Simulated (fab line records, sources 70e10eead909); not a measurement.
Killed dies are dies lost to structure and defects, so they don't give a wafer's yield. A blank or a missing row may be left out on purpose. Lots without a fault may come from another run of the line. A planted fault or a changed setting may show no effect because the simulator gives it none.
Which tool did it? | flow nand_harc | 11 lots, 33 wafers sampled, at 6 steps of a route of 1159

WHAT THE GAUGES READ, wafer by wafer
NHARC_P_M1_OVL_MEAS_10: pitch 260 nm.
lot  | measured    | on         | overlay_x_nm (nm) | overlay_y_nm (nm)
L288 | day 5 17:17 | overlay-02 | 0.7 0.5 -0.2      | -0.7 -0.2 0.4
L290 | day 6 02:56 | overlay-01 | -0.9 -0.7 -0.3    | -0.8 -1.0 -0.3
L289 | day 6 03:25 | overlay-02 | -2.0 -2.0 -2.1    | -0.9 -0.5 -0.5
L292 | day 6 20:58 | overlay-01 | 0.4 0.6 0.8       | -0.9 -0.9 -0.7
L293 | day 7 06:37 | overlay-01 | -0.4 -0.6 -0.7    | -1.3 -0.6 -1.4
L294 | day 7 12:28 | overlay-01 | -0.5 -1.1 -1.5    | -0.9 -0.1 -0.2
L297 | day 8 04:31 | overlay-01 | -0.8 -1.0 -0.7    | 0.7 1.3 1.1
L298 | day 8 10:22 | overlay-01 | 0.8 1.0 0.8       | 0.5 0.8 0.6
L300 | day 9 06:41 | overlay-02 | 0.0 0.1 0.1       | -0.7 -0.3 -0.7
L302 | day 9 06:58 | overlay-01 | -0.7 -1.5 -1.2    | -0.9 -0.2 -0.3
L303 | day 9 16:29 | overlay-01 | -0.5 -0.1 -0.3    | 0.2 0.0 0.2

NHARC_P_M1_CD_MEAS_16.
lot  | measured    | on        | cd_nm (nm)
L288 | day 5 17:44 | cd_sem-02 | 131.0 129.7 130.5
L290 | day 6 03:20 | cd_sem-01 | 130.6 130.0 130.4
L289 | day 6 03:49 | cd_sem-03 | 129.6 129.7 128.9
L292 | day 6 21:23 | cd_sem-03 | 131.9 131.2 129.6
L293 | day 7 07:01 | cd_sem-03 | 130.1 128.8 129.2
L294 | day 7 12:52 | cd_sem-02 | 129.5 128.1 129.1
L297 | day 8 04:55 | cd_sem-02 | 129.3 128.7 130.2
L298 | day 8 10:47 | cd_sem-03 | 130.5 130.4 130.0
L300 | day 9 07:05 | cd_sem-01 | 129.7 128.9 129.7
L302 | day 9 07:25 | cd_sem-03 | 129.1 130.1 130.6
L303 | day 9 16:54 | cd_sem-02 | 129.5 129.2 129.6

NHARC_END_SORT_01.
lot  | measured     | on        | defect_limited_yield (%) | killed_at_array | killed_at_other | killed_at_periphery | killed_dies | killed_open | killed_short | sort_bin_2_pct (%) | sort_bin_3_pct (%) | sort_bin_4_pct (%) | sort_n_pass | sort_rim_yield_pct (%) | sort_yield_pct (%)
L288 | day 19 16:58 | prober-02 | 95.3 95.6 95.1           | 27 26 31        | 1 1 0           | 4 3 2               | 32 30 33    | 3 3 2       | 1 1 2        | 1.6 1.9 1.3        | 0.30 0.15 0.30     | 2.8 2.4 3.2        | 645 647 644 | 94 94 92               | 95.3 95.6 95.1
L290 | day 19 17:01 | prober-01 | 97.5 96.2 96.6           | 16 23 19        | 0 0 3           | 1 3 1               | 17 26 23    | 4 3 3       | 2 2 2        | 0.7 1.0 1.0        | 0 0.44 0.30        | 1.8 2.4 2.1        | 660 651 654 | 98 95 95               | 97.5 96.2 96.6
L289 | day 20 02:20 | prober-01 | 95.9 96.3 95.0           | 23 21 33        | 1 0 0           | 4 4 1               | 28 25 34    | 3 2 2       | 0 0 4        | 0.4 1.5 1.3        | 0.15 0.30 0        | 3.5 1.9 3.7        | 649 652 643 | 91 98 91               | 95.9 96.3 95.0
L292 | day 20 16:12 | prober-01 | 93.8 93.5 93.2           | 38 36 35        | 0 0 0           | 4 8 11              | 42 44 46    | 5 5 4       | 1 1 3        | 2.4 1.5 2.4        | 0.30 0 0.44        | 3.5 5.0 4.0        | 635 633 631 | 92 92 92               | 93.8 93.5 93.2
L293 | day 21 00:01 | prober-01 | 97.3 97.8 98.5           | 15 12 10        | 0 0 0           | 3 3 0               | 18 15 10    | 2 2 3       | 2 2 1        | 0.9 0.9 0.3        | 0.15 0.15 0        | 1.6 1.2 1.2        | 659 662 667 | 98 99 98               | 97.3 97.8 98.5
L294 | day 20 16:35 | prober-02 | 96.9 96.2 97.2           | 13 16 17        | 0 2 0           | 8 8 2               | 21 26 19    | 6 5 2       | 1 3 2        | 1.2 1.3 1.6        | 0 0.15 0.15        | 1.9 2.4 1.0        | 656 651 658 | 92 96 95               | 96.9 96.2 97.2
L297 | day 21 18:46 | prober-02 | 94.1 95.0 94.1           | 37 31 38        | 1 0 1           | 2 3 1               | 40 34 40    | 0 6 5       | 2 0 4        | 1.8 2.1 2.5        | 0 0 0.15           | 4.1 3.0 3.2        | 637 643 637 | 92 96 94               | 94.1 95.0 94.1
L298 | day 21 20:29 | prober-01 | 95.0 95.0 95.6           | 30 31 25        | 1 0 0           | 3 3 5               | 34 34 30    | 5 2 3       | 2 2 6        | 1.3 1.5 1.6        | 0.30 0.15 0.44     | 3.4 3.4 2.4        | 643 643 647 | 91 97 97               | 95.0 95.0 95.6
L300 | day 22 20:36 | prober-01 | 96.2 94.7 95.6           | 23 31 27        | 0 0 1           | 3 5 2               | 26 36 30    | 2 2 2       | 2 3 3        | 1.0 2.1 1.5        | 0 0 0              | 2.8 3.2 3.0        | 651 641 647 | 97 97 93               | 96.2 94.7 95.6
L302 | day 22 13:37 | prober-01 | 95.3 94.4 94.5           | 29 35 30        | 2 0 1           | 1 3 6               | 32 38 37    | 5 3 5       | 3 3 4        | 2.1 0.6 1.5        | 0.15 0.89 0.44     | 2.5 4.1 3.5        | 645 639 640 | 93 94 92               | 95.3 94.4 94.5
L303 | day 22 15:20 | prober-02 | 95.6 96.2 96.2           | 30 24 22        | 0 1 1           | 0 1 3               | 30 26 26    | 5 3 2       | 1 2 4        | 0.7 1.5 0.9        | 0.15 0 0.44        | 3.5 2.4 2.5        | 647 651 651 | 97 93 97               | 95.6 96.2 96.2

WHICH TOOL RAN EACH LOT (tool, then ch and the chambers of the sampled wafers, then the start)
lot  | NHARC_P_M1_ETCH_35                | NHARC_P_M1_ECD_22             | NHARC_P_M1_CMP_23
L288 | rie_diel-01 ch 0,1,2, day 5 17:30 | ecd_cu-01 ch 0,1, day 5 18:49 | cmp-02 ch 0,1,3, day 5 19:32
L290 | rie_diel-12 ch 1,2,3, day 6 03:07 | ecd_cu-02 ch 0,1, day 6 04:46 | cmp-02 ch 0,2,3, day 6 05:29
L289 | rie_diel-08 ch 1,2, day 6 03:35   | ecd_cu-02 ch 0,1, day 6 05:10 | cmp-02 ch 1,2,3, day 6 05:50
L292 | rie_diel-08 ch 0,2, day 6 21:10   | ecd_cu-02 ch 1, day 6 22:30   | cmp-03 ch 0,1,3, day 6 23:14
L293 | rie_diel-12 ch 1,2,3, day 7 06:49 | ecd_cu-01 ch 0,1, day 7 08:06 | cmp-01 ch 0,2,3, day 7 08:53
L294 | rie_diel-08 ch 0,3, day 7 12:39   | ecd_cu-02 ch 0,1, day 7 14:01 | cmp-01 ch 0,2,3, day 7 14:44
L297 | rie_diel-12 ch 0,1,3, day 8 04:42 | ecd_cu-02 ch 0,1, day 8 06:07 | cmp-03 ch 0,2, day 8 06:50
L298 | rie_diel-01 ch 0,1,2, day 8 10:33 | ecd_cu-01 ch 0,1, day 8 11:58 | cmp-02 ch 0,1,3, day 8 12:38
L300 | rie_diel-01 ch 1,2, day 9 06:52   | ecd_cu-02 ch 0,1, day 9 08:10 | cmp-02 ch 1,3, day 9 08:55
L302 | rie_diel-12 ch 0,3, day 9 07:10   | ecd_cu-02 ch 0,1, day 9 08:32 | cmp-03 ch 0,1,2, day 9 09:16
L303 | rie_diel-08 ch 0,3, day 9 16:40   | ecd_cu-02 ch 0,1, day 9 18:08 | cmp-01 ch 0,3, day 9 18:44
- NHARC_P_M1_ETCH_35: etches the open film in N2/H2, target depth 40 nm, overetch 12 nm, time 43.94 s.
- NHARC_P_M1_ECD_22: material Cu, target thk 400 nm.
- NHARC_P_M1_CMP_23: polishes, t overpolish 20 s, target thk 157.82 nm.

WHAT THE TOOLS THEMSELVES READ (means of the sampled wafers that have a number; where no wafer has one, the mark that the record gives instead)
NHARC_P_M1_ETCH_35.
lot  | tool        | chamber_pressure_mTorr (mTorr) | drypump_motor_current_A (A) | oes_product_au (a.u.) | rf_vpp_V (V) | showerhead_plenum_p_Torr (Torr) | throttle_valve_pct (%)
L288 | rie_diel-01 | 30.046                         | 5.5                         | 1.007                 | 431.2        | 2.06                            | 14.161
L290 | rie_diel-12 | 30.008                         | 5.5                         | 1.001                 | 434.4        | 2.17                            | 14.170
L289 | rie_diel-08 | 30.014                         | 6.0                         | 1.004                 | 427.9        | 1.94                            | 14.171
L292 | rie_diel-08 | 30.018                         | 6.1                         | 1.000                 | 430.8        | 2.03                            | 14.180
L293 | rie_diel-12 | 29.973                         | 5.6                         | 1.004                 | 433.7        | 2.17                            | 14.170
L294 | rie_diel-08 | 30.028                         | 5.7                         | 0.991                 | 433.8        | 2.15                            | 14.173
L297 | rie_diel-12 | 30.001                         | 5.6                         | 1.000                 | 433.0        | 2.12                            | 14.169
L298 | rie_diel-01 | 29.979                         | 5.4                         | 1.006                 | 430.8        | 2.05                            | 14.177
L300 | rie_diel-01 | 30.000                         | 5.7                         | 1.004                 | 429.1        | 2.00                            | 14.173
L302 | rie_diel-12 | 30.001                         | 5.8                         | 1.009                 | 431.4        | 2.05                            | 14.175
L303 | rie_diel-08 | 30.012                         | 5.9                         | 0.999                 | 432.8        | 2.12                            | 14.176

NHARC_P_M1_CMP_23.
lot  | tool   | motor_current_A (A) | slurry_filter_dp_kPa (kPa) | time_to_endpoint_s (s)
L288 | cmp-02 | 11.6                | 13.46                      | 28.0
L290 | cmp-02 | 11.2                | 13.62                      | 27.5
L289 | cmp-02 | 11.0                | 13.37                      | 31.4
L292 | cmp-03 | 10.8                | 13.50                      | 29.9
L293 | cmp-01 | 11.8                | 13.60                      | 28.5
L294 | cmp-01 | 12.0                | 13.50                      | 27.0
L297 | cmp-03 | 12.2                | 13.54                      | 28.1
L298 | cmp-02 | 11.7                | 13.46                      | 29.3
L300 | cmp-02 | 10.6                | 13.54                      | 29.6
L302 | cmp-03 | 11.7                | 13.50                      | 30.5
L303 | cmp-01 | 12.3                | 13.42                      | 21.4

THE ANSWER, worked out from the rows above alone
Rule: what is usual is taken from the lots themselves. Put in order of their means at a reading, lots are off if they are a third of the lots or fewer, leave a main group of 4 or more, and stand apart from it by a gap of 3 or more times the standard deviation of the main group's means; of several such gaps the widest counts. A main group whose means are all the same, to the digits that the tables above print for the reading, isn't used. A lot without any number at a reading at which 4 lots or more have one is off too. The other lots that the step has rows for count as sound. The gauges are gone through in route order, then the tools' own readings, and for those a lot's mean is taken as printed above. The first step at which some lot is off is used, and at that step the reading that is off furthest; a lot without a number counts as furthest.
Off: L303, at NHARC_P_M1_CMP_23 (time_to_endpoint_s). The main group: mean 29.0 s, standard deviation 1.3.
A tool fits if, at that step or a process step before it, it ran every lot that is off, and no sound lot after the first of them. Can't be told from this: 3 tools fit, rie_diel-08 at NHARC_P_M1_ETCH_35, ecd_cu-02 at NHARC_P_M1_ECD_22, cmp-01 at NHARC_P_M1_CMP_23.

WHAT THE SIMULATOR HAD PUT IN
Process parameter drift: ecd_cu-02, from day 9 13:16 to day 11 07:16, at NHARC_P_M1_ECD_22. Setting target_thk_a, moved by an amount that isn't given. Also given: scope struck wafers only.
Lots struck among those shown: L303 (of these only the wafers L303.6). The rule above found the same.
